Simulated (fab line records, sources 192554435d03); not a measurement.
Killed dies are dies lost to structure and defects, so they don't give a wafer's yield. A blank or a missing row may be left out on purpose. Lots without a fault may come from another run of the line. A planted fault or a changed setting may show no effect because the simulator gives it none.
Which tool did it? | flow n5_finfet | 13 lots, 34 wafers sampled, at 5 steps of a route of 1938

WHAT THE GAUGES READ, wafer by wafer
N5_PMOS_HMC_CHANNEL_EPI_INSPECT_30: inspects for defects (darkfield). Usual: raw_defect_count 18, standard deviation 6.4.
lot  | measured    | on                | raw_defect_count | flag
L439 | day 1 20:52 | defect_inspect-02 | 16 19            |
L440 | day 2 02:58 | defect_inspect-02 | 15 23 15         |
L441 | day 2 08:01 | defect_inspect-02 | 12 25            |
L445 | day 3 08:48 | defect_inspect-01 | 11 14 18         |
L450 | day 4 14:12 | defect_inspect-01 | 13 16 29         |
L451 | day 4 19:36 | defect_inspect-01 | 17 17 16         |
L452 | day 5 03:06 | defect_inspect-01 | 17 17 23         |
L453 | day 5 07:58 | defect_inspect-01 | 28 25 8          |
L454 | day 5 14:02 | defect_inspect-02 | 9 7 20           |
L455 | day 5 20:14 | defect_inspect-02 | 22 28 13         |
L458 | day 6 14:07 | defect_inspect-02 | 15 20            |
L459 | day 6 20:40 | defect_inspect-02 | 15 8             |
L460 | day 7 02:49 | defect_inspect-01 | 7 17             |

N5_FIN_SAQP_CD_MEAS_16: target cd 35.6 nm. Usual: cd_nm 35.5 nm, standard deviation 0.41.
lot  | measured    | on        | cd_nm (nm)     | flag
L439 | day 1 22:11 | cd_sem-03 | 35.2 35.4      |
L440 | day 2 04:23 | cd_sem-02 | 35.7 35.3 34.9 |
L441 | day 2 09:31 | cd_sem-02 | 36.1 34.5      |
L445 | day 3 10:17 | cd_sem-01 | 36.1 35.5 36.0 |
L450 | day 4 15:36 | cd_sem-03 | 38.9 38.4 38.5 | OFF
L451 | day 4 20:53 | cd_sem-01 | 37.6 37.5 37.4 | OFF
L452 | day 5 05:53 | cd_sem-03 | 37.3 37.1 36.6 | OFF
L453 | day 5 09:33 | cd_sem-02 | 36.0 35.2 36.0 |
L454 | day 5 15:37 | cd_sem-01 | 35.8 35.8 35.9 |
L455 | day 5 21:41 | cd_sem-01 | 35.5 35.8 35.5 |
L458 | day 6 15:39 | cd_sem-03 | 35.4 35.2      |
L459 | day 6 21:58 | cd_sem-02 | 35.3 35.8      |
L460 | day 7 04:08 | cd_sem-02 | 35.8 35.2      |

WHICH TOOL RAN EACH LOT (tool, then ch and the chambers of the sampled wafers, then the start)
lot  | N5_PMOS_HMC_CHANNEL_EPI_CMP_21 | N5_FIN_SAQP_DENSIFY_62          | N5_FIN_SAQP_EXPOSE_13
L439 | cmp-01 ch 0,1, day 1 20:02     | rtp_anneal-02 ch 0, day 1 21:18 | arfi_scanner-03 ch 0, day 1 22:04
L440 | cmp-03 ch 0,1,3, day 2 02:14   | rtp_anneal-01 ch 0, day 2 03:30 | arfi_scanner-03 ch 0, day 2 04:16
L441 | cmp-02 ch 2,3, day 2 07:16     | rtp_anneal-01 ch 0, day 2 08:30 | arfi_scanner-02 ch 0, day 2 09:24
L445 | cmp-01 ch 0,1,3, day 3 07:58   | rtp_anneal-01 ch 0, day 3 09:17 | arfi_scanner-03 ch 0, day 3 10:09
L450 | cmp-01 ch 0,1,2, day 4 13:29   | rtp_anneal-01 ch 0, day 4 14:32 | arfi_scanner-03 ch 0, day 4 15:28
L451 | cmp-03 ch 0,1, day 4 18:52     | rtp_anneal-02 ch 0, day 4 19:57 | arfi_scanner-03 ch 0, day 4 20:45
L452 | cmp-01 ch 1,3, day 5 02:22     | rtp_anneal-01 ch 0, day 5 05:01 | arfi_scanner-03 ch 0, day 5 05:45
L453 | cmp-01 ch 0,1,2, day 5 07:13   | rtp_anneal-02 ch 0, day 5 08:28 | arfi_scanner-01 ch 0, day 5 09:25
L454 | cmp-03 ch 1,2,3, day 5 13:15   | rtp_anneal-01 ch 0, day 5 14:38 | arfi_scanner-02 ch 0, day 5 15:29
L455 | cmp-02 ch 1,2,3, day 5 19:26   | rtp_anneal-01 ch 0, day 5 20:41 | arfi_scanner-01 ch 0, day 5 21:34
L458 | cmp-02 ch 0,1, day 6 13:24     | rtp_anneal-01 ch 0, day 6 14:34 | arfi_scanner-02 ch 0, day 6 15:31
L459 | cmp-01 ch 1,3, day 6 20:00     | rtp_anneal-02 ch 0, day 6 21:09 | arfi_scanner-02 ch 0, day 6 21:50
L460 | cmp-03 ch 0,2, day 7 02:04     | rtp_anneal-01 ch 0, day 7 03:10 | arfi_scanner-01 ch 0, day 7 04:00
- N5_PMOS_HMC_CHANNEL_EPI_CMP_21: polishes SiGe30, target thk 54 nm.
- N5_FIN_SAQP_DENSIFY_62: time 60 s.
- N5_FIN_SAQP_EXPOSE_13: exposes mask FIN CORE, target cd 35.6 nm.

WHAT THE TOOLS THEMSELVES READ (means of the sampled wafers that have a number; where no wafer has one, the mark that the record gives instead)
N5_PMOS_HMC_CHANNEL_EPI_CMP_21. Usual: motor_current_A 12.0 A, standard deviation 1.5.
lot  | tool   | motor_current_A (A) | flag
L439 | cmp-01 | 12.5                |
L440 | cmp-03 | 11.2                |
L441 | cmp-02 | 13.1                |
L445 | cmp-01 | 11.8                |
L450 | cmp-01 | 12.3                |
L451 | cmp-03 | 11.3                |
L452 | cmp-01 | 11.8                |
L453 | cmp-01 | 12.2                |
L454 | cmp-03 | 12.5                |
L455 | cmp-02 | 12.3                |
L458 | cmp-02 | 11.7                |
L459 | cmp-01 | 12.2                |
L460 | cmp-03 | 12.9                |

N5_FIN_SAQP_DENSIFY_62. Usual: lamp_power_pct 9.85 %, standard deviation 0.048; lamp_zone_6_pct 9.770 %, standard deviation 0.01; wafer_temp_C_max 703.2, standard deviation 0.61.
lot  | tool          | lamp_power_pct (%) | lamp_zone_6_pct (%) | wafer_temp_C_max | flag
L439 | rtp_anneal-02 | 9.89               | 9.771               | 703.4            |
L440 | rtp_anneal-01 | 9.86               | 9.768               | 702.9            |
L441 | rtp_anneal-01 | 9.85               | 9.766               | 704.0            |
L445 | rtp_anneal-01 | 9.84               | 9.763               | 702.8            |
L450 | rtp_anneal-01 | 9.88               | 9.765               | 703.2            |
L451 | rtp_anneal-02 | 9.86               | 9.772               | 702.7            |
L452 | rtp_anneal-01 | 9.87               | 9.775               | 702.8            |
L453 | rtp_anneal-02 | 9.85               | 9.764               | 702.8            |
L454 | rtp_anneal-01 | 9.84               | 9.766               | 703.0            |
L455 | rtp_anneal-01 | 9.84               | 9.769               | 703.3            |
L458 | rtp_anneal-01 | 9.85               | 9.777               | 702.7            |
L459 | rtp_anneal-02 | 9.84               | 9.770               | 703.1            |
L460 | rtp_anneal-01 | 9.82               | 9.762               | 703.3            |

N5_FIN_SAQP_EXPOSE_13. Usual: exposure_dose_mJ_cm2 63.23, standard deviation 0.06.
lot  | tool            | exposure_dose_mJ_cm2 | flag
L439 | arfi_scanner-03 | 63.30                |
L440 | arfi_scanner-03 | 63.22                |
L441 | arfi_scanner-02 | 63.21                |
L445 | arfi_scanner-03 | 63.21                |
L450 | arfi_scanner-03 | 56.53                | OFF
L451 | arfi_scanner-03 | 57.91                | OFF
L452 | arfi_scanner-03 | 58.98                | OFF
L453 | arfi_scanner-01 | 63.20                |
L454 | arfi_scanner-02 | 63.20                |
L455 | arfi_scanner-01 | 63.16                |
L458 | arfi_scanner-02 | 63.24                |
L459 | arfi_scanner-02 | 63.17                |
L460 | arfi_scanner-01 | 63.27                |

THE ANSWER, worked out from the rows above alone
Rule: a lot is off if the mean of its wafers that have a number lies more than 3 standard deviations from the usual mean. A lot without any number at a reading at which 4 lots or more have one is off too. The other lots that the step has rows for count as sound. The gauges are gone through in route order, then the tools' own readings, and for those a lot's mean is taken as printed above. The first step at which some lot is off is used, and at that step the reading that is off furthest; a lot without a number counts as furthest.
Off: L450, L451, L452, at N5_FIN_SAQP_CD_MEAS_16 (cd_nm).
A tool fits if, at a process step before that reading, it ran every lot that is off, and no sound lot after the first of them. The gauges at N5_FIN_SAQP_CD_MEAS_16 aren't tried: what is off there is off at N5_FIN_SAQP_EXPOSE_13 too, on other tools, and a gauge's error can't cause that. One fits: arfi_scanner-03 at N5_FIN_SAQP_EXPOSE_13. Its last sound lot is L445 (day 3 10:09), its first lot that is off L450 (day 4 15:28): a fault that began between those two fits.
The tool's own readings at N5_FIN_SAQP_EXPOSE_13 bear it out: on the lots that are off they differ by more than 5 times the standard deviation of the sound lots' means. exposure_dose_mJ_cm2 reads 57.81 there against 63.22 on the sound lots.

WHAT THE SIMULATOR HAD PUT IN
Process parameter drift: arfi_scanner-03, from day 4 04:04 on, at N5_FIN_SAQP_EXPOSE_13. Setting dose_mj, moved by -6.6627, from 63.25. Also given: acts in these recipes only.
Lots struck among those shown: L450, L451, L452. The rule above found the same.
